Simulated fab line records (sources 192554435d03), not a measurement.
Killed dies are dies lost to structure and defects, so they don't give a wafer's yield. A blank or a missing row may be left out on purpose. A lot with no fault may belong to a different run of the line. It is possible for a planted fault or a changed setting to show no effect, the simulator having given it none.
Which tool is to blame? + flow n5-finfet + Sampling: 6 lots, 17 wafers, 2 of 1938 route steps

WHAT THE GAUGES SHOWED, per wafer
N5_WELL_APT_OVL_MEAS_26.
| lot  | measured    | on         | PWELL_OVL (nm) |
|------|-------------|------------|----------------|
| L827 | day 1 20:58 | overlay-02 | -12 -8 -12     |
| L830 | day 2 15:02 | overlay-02 | 34 31 38       |
| L832 | day 3 03:02 | overlay-02 | 36 44 37       |
| L837 | day 4 08:50 | overlay-01 | 6 -2           |
| L840 | day 5 02:58 | overlay-02 | -9 -10 -15     |
| L842 | day 5 14:47 | overlay-02 | -7 -12 -9      |

TOOL THAT RAN EACH LOT (tool first, then ch and the chambers of the sampled wafers, then the start)
| lot  | N5_WELL_APT_EXPOSE_22            |
|------|----------------------------------|
| L827 | krf-scanner-02 ch 0, day 1 20:46 |
| L830 | krf-scanner-02 ch 0, day 2 14:50 |
| L832 | krf-scanner-02 ch 0, day 3 02:51 |
| L837 | krf-scanner-01 ch 0, day 4 08:38 |
| L840 | krf-scanner-01 ch 0, day 5 02:47 |
| L842 | krf-scanner-01 ch 0, day 5 14:35 |
- N5_WELL_APT_EXPOSE_22: exposes mask PWELL, defocus 0 nm, target cd 200 nm.

THE ANSWER, worked out from the rows above alone
Rule: what is usual is taken from the lots themselves. Put in order of their means at a reading, lots are off if they are a third of the lots or fewer, leave a main group of 4 or more, and stand apart from it by a gap of 3 or more times the standard deviation of the main group's means; of several such gaps the widest counts. A main group is skipped when, at the precision printed for the reading in the tables above, its means are all equal. Also off: a lot with no number at a reading for which 4 or more lots have one. The other lots that the step has rows for count as sound.
Off: L830, L832, seen at N5_WELL_APT_OVL_MEAS_26 (PWELL_OVL). The main group has a mean of -7 nm with a standard deviation of 5.4.
A tool fits if, at a process step before that reading, it ran every lot that is off, and no sound lot after the first of them. The gauges at N5_WELL_APT_OVL_MEAS_26 are tried like those tools. One fits: N5_WELL_APT_EXPOSE_22 on krf-scanner-02. A fault onset in the window from L827 (day 1 20:46, its last sound lot) to L830 (day 2 14:50, its first lot off) fits.

WHAT HAD BEEN PUT IN BY THE SIMULATOR
Scanner matching overlay: krf-scanner-02, from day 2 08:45 on, at N5_WELL_APT_EXPOSE_22. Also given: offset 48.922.
Struck lots among those shown: L830, L832. The same result came from the rule above.
